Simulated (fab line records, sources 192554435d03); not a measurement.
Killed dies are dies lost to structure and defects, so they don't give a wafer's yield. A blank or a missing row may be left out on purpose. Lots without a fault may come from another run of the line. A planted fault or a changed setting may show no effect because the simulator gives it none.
fab line records | flow n5_finfet
record lots=9 wafers=27 last_day=17
route steps=1938 shown HKMG_FIN@389 BEOL_M4@1111 PASSIVATION@1936
lots that met no fault: from a run of the same line without faults
start_h: hours from the record's first day to the start of the lot's first wafer shown | wait_h: hours since the lot's step before | " the same as in the row above | L1.1+2: a row that stands for several wafers | - no value, or no start given | * or withheld: withheld | < > ~ a bound
route shown NAME@n: a module of which the file shows steps, and the number in the route of the first | usual: mean/standard deviation of fault-free wafers | same: alike in all rows | chamber/n: place in a boat | sites: the reading at each site | _std_site: their standard deviation | _edge_site: outer sites' mean less inner sites' | radius_mm: how far each site lies from the wafer's centre | mask NAME#n: copy n | behind: the tool/chamber that last shaped the wafer | hold: why the lot was held/for how many hours/how that ended | device: the transistor (n, p or np) that didn't switch | end of line: the same wafers' tests at the end of the route | a step without rows: its recipe alone | killed: dies lost to structure and defects at the first sort, not the wafer's yield | map: a wafer's dies, x killed, . not, _ none there
set.NAME: the setting as run; set.NAME@STEP: as run at that earlier step | model.NAME: the simulator's own value behind a step, which no gauge read
steps of the route over a sample of lots; a table a step, a row a wafer
services: from which hour (start_h, from the record's first day; less than 0 if before it) a tool's chamber was out of use, for how many hours, and why
## steps
# step N5_HKMG_FIN_ALD_75
# recipe material=Al2O3 target_thk_a=10 temp_c=150 ald_precursor_family=TMA ald_co_reactant=H2O pulse_time_s=withheld co_reactant_pulse_time_s=1
# usual heater_power_w=145/15 precursor_pulse_height_rel=0.999/0.018
# columns lot.wafer tool chamber start_h wait_h heater_power_w precursor_pulse_height_rel
L774.1 ald_hk-01 1 79.42 0.0 150 0.986
L774.3 " 0 " " 147 0.984
L774.5 " 0 " " 150 0.999
L775.1 ald_hk-01 2 86.67 0.0 137 0.997
L775.4 " 0 " " 145 0.992
L775.6 " 0 " " 145 1.005
L778.1 ald_hk-03 0 101.75 0.0 171 1.001
L778.4 " 3 " " 128 0.985
L778.6 " 2 " " 164 0.999
L779.4 ald_hk-02 0 111.24 0.0 123 0.991
L779.5 " 2 " " 164 0.999
L779.6 " 1 " " 141 1.020
L787.1 ald_hk-03 0 160.04 0.2 167 1.001
L787.4 " 3 " " 127 0.975
L787.5 " 0 " " 171 0.991
L788.1 ald_hk-01 3 164.37 0.0 136 1.006
L788.5 " 1 " " 151 1.011
L788.6 " 2 " " 133 1.011
L792.1 ald_hk-01 0 186.94 0.0 147 1.028
L792.3 " 1 " " 156 0.993
L792.4 " 2 " " 133 0.961
L793.3 ald_hk-02 2 192.99 0.0 159 1.030
L793.4 " 1 " " 138 0.984
L793.6 " 0 " " 121 1.007
L795.3 ald_hk-02 2 203.74 0.0 160 0.988
L795.5 " 3 " " 149 1.016
L795.6 " 0 " " 123 0.985
# step N5_HKMG_FIN_ALD_79
# recipe material=TiN target_thk_a=15 temp_c=400 ald_precursor_family=TiCl4 ald_co_reactant=NH3 pulse_time_s=1 purge_time_s=3 co_reactant_purge_time_s=2 co_reactant_pulse_time_s=2 ald_cycles=68 pressure_torr=3
# usual chamber_pressure_Torr=3.000/0.0065 heater_power_w=899/91 precursor_pulse_height_rel=1.000/0.021
# same co_reactant_purge_time_s=2
# columns lot.wafer tool chamber start_h wait_h chamber_pressure_Torr heater_power_w precursor_pulse_height_rel
L774.1 ald_metal-01 0 81.34 0.0 3.003 799 0.992
L774.3 " 3 " " 3.004 893 0.965
L774.5 " 2 " " 3.006 1015 1.008
L775.1 ald_metal-01 2 88.46 0.0 2.996 1001 1.003
L775.4 " 3 " " 2.995 916 1.010
L775.6 " 2 " " 3.001 1021 0.993
L778.1 ald_metal-03 0 103.67 0.0 3.013 681 0.990
L778.4 " 1 " " 2.996 910 1.004
L778.6 " 2 " " 2.994 883 0.956
L779.4 ald_metal-01 1 113.34 0.0 3.008 914 1.009
L779.5 " 3 " " 2.997 918 1.018
L779.6 " 2 " " 3.011 1024 1.005
L787.1 ald_metal-02 0 162.18 0.0 3.016 1025 1.047
L787.4 " 3 " " 3.003 878 1.016
L787.5 " 3 " " 3.004 857 0.998
L788.1 ald_metal-03 1 166.31 0.0 3.005 922 0.992
L788.5 " 1 " " 3.007 916 0.962
L788.6 " 0 " " 3.001 701 0.992
L792.1 ald_metal-01 2 188.86 0.0 2.987 1046 1.007
L792.3 " 3 " " 2.996 902 0.985
L792.4 " 1 " " 2.996 921 1.018
L793.3 ald_metal-03 3 194.81 0.0 3.006 885 0.991
L793.4 " 2 " " 3.011 877 1.013
L793.6 " 3 " " 3.015 873 0.975
L795.3 ald_metal-02 0 205.53 0.0 2.993 1045 1.048
L795.5 " 2 " " 3.000 926 0.973
L795.6 " 1 " " 2.992 1008 1.037
# step N5_HKMG_FIN_COAT_29
# recipe resist=SOC temp_c=250 time_s=60 spin_rpm=1500 resist_thk_nm=300
# usual dispense_pressure_kPa=50.4/2.6 spin_speed_rpm=1500.0/0.98
# columns lot.wafer tool chamber start_h wait_h dispense_pressure_kPa spin_speed_rpm
L774.1 litho_track-01 0 82.90 0.2 48.7 1500.9
L774.3 " 0 " " 48.8 1500.6
L774.5 " 0 " " 48.7 1500.1
L775.1 litho_track-04 0 90.01 0.2 53.7 1499.4
L775.4 " 0 " " 53.7 1500.3
L775.6 " 0 " " 53.7 1500.2
L778.1 litho_track-02 0 105.52 0.3 47.9 1499.1
L778.4 " 0 " " 47.9 1499.4
L778.6 " 0 " " 47.9 1498.2
L779.4 litho_track-04 0 114.89 0.2 53.7 1499.7
L779.5 " 0 " " 53.7 1500.1
L779.6 " 0 " " 53.7 1499.0
L787.1 litho_track-04 0 163.86 0.2 53.7 1455.1
L787.4 " 0 " " 53.7 1453.9
L787.5 " 0 " " 53.7 1454.2
L788.1 litho_track-04 0 167.85 0.2 53.7 1456.3
L788.5 " 0 " " 53.7 1455.3
L788.6 " 0 " " 53.7 1455.6
L792.1 litho_track-01 0 190.41 0.2 48.7 1501.1
L792.3 " 0 " " 48.8 1499.2
L792.4 " 0 " " 48.8 1500.2
L793.3 litho_track-01 0 196.40 0.2 48.7 1499.7
L793.4 " 0 " " 48.8 1500.0
L793.6 " 0 " " 48.7 1499.7
L795.3 litho_track-02 0 207.26 0.2 47.9 1500.5
L795.5 " 0 " " 47.8 1502.5
L795.6 " 0 " " 47.9 1501.2
# step N5_HKMG_FIN_ETCH_32
# recipe chemistry=N2/H2 target=SOC target_depth_a=2400 temp_c=40 time_s=300 ion_energy_ev=200 mask_material=SiARC pressure_mtorr=30 source_w=840 bias_w=150 n2_flow_sccm=200 h2_flow_sccm=200
# usual drypump_motor_current_A=5.8/0.45 oes_product_au=0.75/0.067 rf_vpp_V=523.7/2.1 showerhead_plenum_p_Torr=2.54/0.07 temp_c=40.00/0.097 throttle_valve_pct=18.02/0.24
# columns lot.wafer tool chamber start_h wait_h drypump_motor_current_A oes_product_au rf_hours_counter_h rf_vpp_V showerhead_plenum_p_Torr temp_c throttle_valve_pct
L774.1 rie_diel-02 0 83.32 0.0 5.3 0.76 158 524.1 2.55 40.14 18.33
L774.3 " 1 " " 5.8 0.76 106 523.1 2.49 40.07 18.03
L774.5 " 2 " " 5.8 0.81 - 525.8 2.59 40.03 17.86
L775.1 rie_diel-02 0 90.55 0.0 5.3 0.76 161 523.7 2.55 40.13 18.32
L775.4 " 1 " " 5.9 0.75 - 521.4 2.49 39.98 18.04
L775.6 " 0 " " 5.3 0.75 - 524.1 2.55 40.00 18.33
L778.1 rie_diel-01 1 106.09 0.0 6.5 0.71 230 524.7 2.64 39.93 17.76
L778.4 " 3 " " 5.8 0.76 145 524.8 2.55 40.23 17.86
L778.6 " 3 " " 5.8 0.77 - 523.6 2.55 40.13 17.86
L779.4 rie_diel-01 3 115.31 0.0 5.7 0.78 149 524.3 2.54 39.96 17.87
L779.5 " 3 " " 5.8 0.78 - 522.8 2.54 40.08 17.88
L779.6 " 0 " " 6.3 0.71 - 519.6 2.42 39.89 18.21
L787.1 rie_diel-05 0 164.41 0.0 6.4 0.73 158 521.0 2.45 40.06 17.92
L787.4 " 1 " " 4.8 0.69 201 525.0 2.62 39.90 18.31
L787.5 " 1 " " 4.8 0.69 - 526.0 2.62 40.03 18.32
L788.1 rie_diel-02 1 168.42 0.0 5.9 0.74 134 521.0 2.48 39.99 18.08
L788.5 " 0 " " 5.3 0.73 - 523.9 2.54 39.82 18.37
L788.6 " 3 " " 5.9 0.91 - 523.3 2.50 40.03 17.95
L792.1 rie_diel-05 0 190.95 0.0 6.4 0.72 168 521.6 2.45 39.94 17.94
L792.3 " 2 " " 5.8 0.71 208 522.3 2.49 40.08 17.62
L792.4 " 1 " " 4.8 0.68 210 525.1 2.62 40.05 18.35
L793.3 rie_diel-01 2 196.82 0.0 5.7 0.76 183 526.8 2.64 39.87 18.28
L793.4 " 0 " " 6.2 0.67 - 520.1 2.40 40.01 18.27
L793.6 " 3 " " 5.8 0.75 - 523.8 2.53 39.95 17.93
L795.3 rie_diel-05 3 207.89 0.1 5.6 0.68 - 526.7 2.61 40.00 17.80
L795.5 " 1 " " 4.8 0.67 - 524.5 2.61 40.05 18.34
L795.6 " 3 " " 5.6 0.68 - 525.0 2.61 40.00 17.82
# step N5_BEOL_M4_RC_MEAS_101
# usual DIBL_N=36.0/2.5 DIBL_P=36.2/3 IOFF_N=0.16/0.044 IOFF_P=0.21/0.049 ION_N=671/15 ION_P=461/8.7 SS_N=71.5/0.72 SS_P=73.4/0.9 VT_N=251/4.4 VT_P=-250/4
# columns lot.wafer tool chamber start_h wait_h DIBL_N[mV/V] DIBL_P[mV/V] IOFF_N[nA/um] IOFF_P[nA/um] ION_N[uA/um] ION_P[uA/um] SS_N[mV/dec] SS_P[mV/dec] VT_N[mV] VT_P[mV]
L774.1 prober-02 0 189.25 0.6 34.6 36.4 0.13 0.19 652 449 71.9 73.2 254 -252
L774.3 " 0 " " 33.6 35.3 0.13 0.17 660 452 71.7 73.2 253 -253
L774.5 " 0 " " 33.5 35.5 0.13 0.18 652 447 72.0 73.0 254 -255
L775.1 prober-01 0 189.85 0.8 39.1 39.3 0.23 0.27 683 463 73.2 74.2 247 -246
L775.4 " 0 " " 36.2 36.5 0.17 0.23 688 468 71.3 73.4 248 -248
L775.6 " 0 " " 35.8 34.4 0.16 0.20 659 451 71.9 73.2 249 -248
L778.1 prober-02 0 215.26 0.0 41.4 41.8 0.26 0.29 697 466 72.5 75.0 245 -246
L778.4 " 0 " " 38.8 39.1 0.19 0.24 673 457 73.0 74.2 247 -249
L778.6 " 0 " " 39.2 39.7 0.20 0.24 690 468 72.9 75.1 248 -251
L779.4 prober-01 0 219.58 0.5 36.4 36.8 0.15 0.20 678 464 71.5 73.5 252 -251
L779.5 " 0 " " 34.6 33.4 0.11 0.16 653 452 70.4 72.5 255 -253
L779.6 " 0 " " 35.0 35.4 0.12 0.20 669 468 71.6 72.8 255 -252
L788.1 prober-02 0 275.70 0.0 34.1 35.5 0.13 0.21 669 466 71.0 73.4 251 -248
L788.5 " 0 " " 37.7 38.3 0.21 0.25 676 466 72.5 74.1 247 -247
L788.6 " 0 " " 34.2 35.0 0.14 0.20 667 466 71.3 73.2 249 -252
L787.1 prober-01 0 276.68 0.0 34.6 35.0 0.12 0.17 659 452 70.8 72.6 257 -250
L787.4 " 0 " " 38.4 39.2 0.19 0.25 686 464 71.7 74.5 248 -249
L787.5 " 0 " " 39.2 41.3 0.21 0.28 685 466 72.1 73.9 247 -249
L792.1 prober-01 0 286.74 0.4 33.0 31.1 0.10 0.15 653 454 71.0 71.9 258 -255
L792.3 " 0 " " 32.5 31.6 0.10 0.15 643 447 70.5 72.3 259 -253
L792.4 " 0 " " 35.2 35.9 0.14 0.21 668 456 71.3 73.8 250 -251
L793.3 prober-02 0 306.95 0.3 36.2 37.6 0.16 0.25 674 477 71.6 73.7 250 -247
L793.4 " 0 " " 33.7 33.4 0.11 0.17 657 453 71.6 72.2 256 -254
L793.6 " 0 " " 39.4 39.8 0.22 0.28 694 471 73.2 73.9 243 -246
L795.3 prober-01 0 308.65 0.3 40.1 40.6 0.25 0.31 689 470 73.0 74.3 245 -242
L795.5 " 0 " " 36.2 35.1 0.13 0.19 651 453 71.1 73.0 255 -252
L795.6 " 0 " " 37.9 37.6 0.19 0.25 675 463 71.8 73.6 246 -246
# step N5_PASSIVATION_PROBE_49
# usual defect_limited_yield=91.7/1.4 killed_at_M0_to_M3=31/11 killed_at_M4_up=13/4.6 killed_at_contacts=13/6.7 killed_at_front_end=39/9.6 killed_at_other=3.5/2.8 killed_dies=98/16 killed_open=64/11 killed_short=33/8.5 sort_bin_5_function=4.9/0.96 sort_bin_6_memory=3.1/0.59 sort_bin_8_speed=0.2/1.3 sort_n_pass=1080/23 sort_yield_pct=91.5/1.9
# same gross_dies=1180 killed_at_back_side=0 sort_bin_4_leakage[%]=0
# columns lot.wafer tool chamber start_h wait_h defect_limited_yield[%] killed_at_M0_to_M3 killed_at_M4_up killed_at_contacts killed_at_front_end killed_at_other killed_dies killed_open killed_short sort_bin_5_function[%] sort_bin_6_memory[%] sort_bin_8_speed[%] sort_n_pass sort_yield_pct[%]
L788.1 prober-02 - 375.27 0.0 92.1 27 17 10 39 0 93 66 23 4.2 3.5 0.1 1087 92.1
L788.5 prober-02 - 375.47 0.2 89.9 42 14 7 52 4 119 78 37 5.8 3.7 0 1061 89.9
L788.6 prober-02 - 375.52 0.3 91.2 28 11 7 55 3 104 69 33 5.1 3.6 0 1076 91.2
L787.1 prober-01 - 377.94 0.0 91.9 31 13 15 33 4 96 65 31 4.4 3.4 0 1084 91.9
L787.4 prober-01 - 378.09 0.2 93.0 23 17 17 25 1 83 52 30 4.0 2.8 0.1 1097 93.0
L787.5 prober-01 - 378.14 0.2 90.8 42 11 28 27 0 108 67 41 5.0 3.7 0 1072 90.8
# killed by level:class
L788.1 FIN_SAQP:geometric_particle:open=11 BEOL_M2:geometric_particle:open=10 MOL_CONTACT_COAG:geometric_particle:open=9 STI_FIN_REVEAL:geometric_particle:open=6 ILD0:geometric_particle:open=6 BEOL_M1:geometric_particle:open=6 FIN_SAQP:geometric_particle:short=5 BEOL_M4:geometric_particle:open=5
L788.5 FIN_SAQP:geometric_particle:open=15 BEOL_M2:geometric_particle:open=15 FIN_SAQP:geometric_particle:short=13 BEOL_M0_SAQP:geometric_particle:open=8 BEOL_M0_SAQP:geometric_particle:short=8 BEOL_M4:geometric_particle:open=7 STI_FIN_REVEAL:geometric_particle:open=6 DUMMY_GATE:geometric_particle:open=5
L788.6 STI_FIN_REVEAL:geometric_particle:open=12 FIN_SAQP:geometric_particle:short=11 FIN_SAQP:geometric_particle:open=9 BEOL_M2:geometric_particle:open=7 MOL_CONTACT_COAG:geometric_particle:open=6 BEOL_M1:geometric_particle:open=6 BEOL_M3:geometric_particle:open=6 BEOL_M4:geometric_particle:open=5
L787.1 BEOL_M2:geometric_particle:open=16 MOL_CONTACT_COAG:geometric_particle:open=14 FIN_SAQP:geometric_particle:open=7 FIN_SAQP:geometric_particle:short=6 DUMMY_GATE:geometric_particle:open=6 BEOL_M4:geometric_particle:open=6 GATE_CUT:geometric_particle:short=5 BEOL_M0_SAQP:geometric_particle:short=5
L787.4 MOL_CONTACT_COAG:geometric_particle:open=11 BEOL_M0_SAQP:geometric_particle:short=8 BEOL_M4:geometric_particle:open=7 MOL_CONTACT_COAG:geometric_particle:short=6 STI_FIN_REVEAL:geometric_particle:open=5 DUMMY_GATE:geometric_particle:open=3 GATE_CUT:geometric_particle:short=3 BEOL_M0_SAQP:geometric_particle:open=3
L787.5 MOL_CONTACT_COAG:geometric_particle:open=21 FIN_SAQP:geometric_particle:short=14 BEOL_M2:geometric_particle:open=14 BEOL_M0_SAQP:geometric_particle:open=8 MOL_CONTACT_COAG:geometric_particle:short=7 BEOL_M0_SAQP:geometric_particle:short=7 BEOL_M1:geometric_particle:open=5 BEOL_M4:geometric_particle:open=5
## services
# columns tool chamber start_h hours kind
rie_diel-02 - 65.60 2.8 pm
rie_diel-01 3 70.89 5.6 repair
rie_diel-02 3 72.95 - clean
rie_diel-02 3 72.95 - consumable_replace:focus_ring
rie_diel-02 3 72.95 20.8 scheduled_down
rie_diel-02 3 72.95 20.8 vent_cycle
ald_hk-02 - 122.19 8.7 pm
ald_hk-01 - 124.77 0.8 repair
rie_diel-05 3 132.65 7.5 repair
ald_hk-02 - 134.90 1.5 repair
rie_diel-01 1 135.00 12.9 repair
rie_diel-01 1 177.02 - clean
rie_diel-01 1 177.02 - consumable_replace:esc
rie_diel-01 1 177.02 - consumable_replace:focus_ring
rie_diel-01 1 177.02 20.8 scheduled_down
rie_diel-01 1 177.02 20.8 vent_cycle
ald_metal-03 - 186.39 1.1 repair
rie_diel-02 - 195.71 3.6 repair
rie_diel-01 0 199.26 - clean
rie_diel-01 0 199.26 - consumable_replace:focus_ring
rie_diel-01 0 199.26 - consumable_replace:showerhead
rie_diel-01 0 199.26 18.1 scheduled_down
rie_diel-05 0 203.48 8.1 repair
rie_diel-02 2 205.00 27.5 repair
## key
first_sign step=N5_HKMG_FIN_COAT_29 reading=spin_speed_rpm direction=down sigmas=46 usual=* struck=*
effect none on later readings
met_at N5_HKMG_FIN_COAT_29
struck_lots L787,L788
not_acting_at N5_HKMG_FIN_ALD_75,N5_HKMG_FIN_ALD_79,N5_HKMG_FIN_ETCH_32
onset_between 114.89 163.86
fault kind=process_parameter_drift tool=litho_track-04 chamber=- onset_h=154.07 steps=N5_HKMG_FIN_COAT_29 channel=spin_rpm offset=* shape=step end_h=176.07 acts_in=* stated=*
